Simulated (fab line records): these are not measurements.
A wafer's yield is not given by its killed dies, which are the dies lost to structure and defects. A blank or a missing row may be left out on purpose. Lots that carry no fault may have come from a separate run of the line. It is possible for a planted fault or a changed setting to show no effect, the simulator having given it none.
Matching of chambers ; flow nand-harc ; ald-hk-04 running NHARC_A_CHANNEL_FILL_D1_ALD_16: 4 sister chambers
The step deposits SiO2, target thk 1.5 nm, pulse time 10 s, ald cycles 15. 4 wafers are shown with their chamber, then 7 later ones without.

## WAFERS, EACH WITH ITS CHAMBER
wafer;chamber;heater-power-w (W)
L656.3;2;539
L670.5;0;395
L672.1;3;503
L672.2;1;505

## WAFERS WITH NO CHAMBER GIVEN
wafer;heater-power-w (W)
L672.4;391
L673.3;386
L673.5;544
L673.6;489
L674.1;501
L674.2;548
L674.6;543

## CHAMBER TAKEN BY EACH
wafer;from the rows above;in truth
L672.4;0;0
L673.3;0;0
L673.5;2;2
L673.6;can't be placed: 3 or 1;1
L674.1;can't be placed: 3 or 1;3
L674.2;2;2
L674.6;2;2
Correctly placed: 5 of 7. Not placeable from these rows: 2 (in 2, the candidates include the true chamber). Wrongly placed: 0.
How it was worked out, from the rows above alone: a wafer's distance from a chamber is the root of the sum, over the readings, of the square of ((its reading less the chamber's mean) divided by the reading's scatter). The wafer belongs to the nearest chamber; if the next one is less than 2 further off, it can't be placed. The mean given for a chamber averages the wafers shown for that chamber. The scatter (one wafer shown for each chamber): square how far every hidden wafer sits from the nearest shown wafer, average those squares and take the square root.
